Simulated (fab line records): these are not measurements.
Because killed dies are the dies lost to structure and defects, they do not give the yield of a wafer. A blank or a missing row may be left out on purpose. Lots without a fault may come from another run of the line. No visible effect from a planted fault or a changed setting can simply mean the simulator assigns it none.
Chamber matching + flow nand-harc + NHARC_P_CONTACT_CMP_01 on cmp-01: 4 sister chambers
The step polishes SiO2, target thk 200 nm. 8 wafers are shown with their chamber, then 7 later ones without.

WAFERS PAIRED WITH THEIR CHAMBERS
| wafer  | chamber | motor-current-A (A) |
|--------|---------|---------------------|
| L080.5 | 2       | 10.9                |
| L083.4 | 1       | 14.3                |
| L083.6 | 3       | 12.0                |
| L087.1 | 1       | 13.8                |
| L087.2 | 0       | 11.4                |
| L087.4 | 2       | 11.0                |
| L094.1 | 3       | 12.5                |
| L094.2 | 0       | 11.5                |

WAFERS WITHOUT THEIR CHAMBER
| wafer  | motor-current-A (A) |
|--------|---------------------|
| L094.6 | 13.7                |
| L096.1 | 12.7                |
| L096.2 | 14.2                |
| L096.4 | 10.4                |
| L097.1 | 12.2                |
| L097.2 | 10.1                |
| L097.4 | 11.7                |

WHICH CHAMBER EACH ONE RAN IN
| wafer  | from the rows above          | in truth |
|--------|------------------------------|----------|
| L094.6 | 1                            | 1        |
| L096.1 | 3                            | 3        |
| L096.2 | 1                            | 1        |
| L096.4 | can't be placed: 2 or 0      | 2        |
| L097.1 | 3                            | 3        |
| L097.2 | can't be placed: 2 or 0      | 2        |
| L097.4 | can't be placed: 0 or 3 or 2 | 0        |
Correctly placed: 4 of 7. Cannot be placed on the basis of these rows: 3; the candidates contain the true chamber in 3. Number placed wrongly: 0.
How it was worked out, from the rows above alone: a wafer's distance from a chamber is the root of the sum, over the readings, of the square of ((its reading less the chamber's mean) divided by the reading's scatter). The wafer belongs to the nearest chamber; if the next one is less than 2 further off, it can't be placed. Each chamber's mean is taken over the wafers shown for it. The scatter: take each reading less its chamber's mean, square it, sum over the shown wafers, divide by the number of wafers less the number of chambers, and take the root.
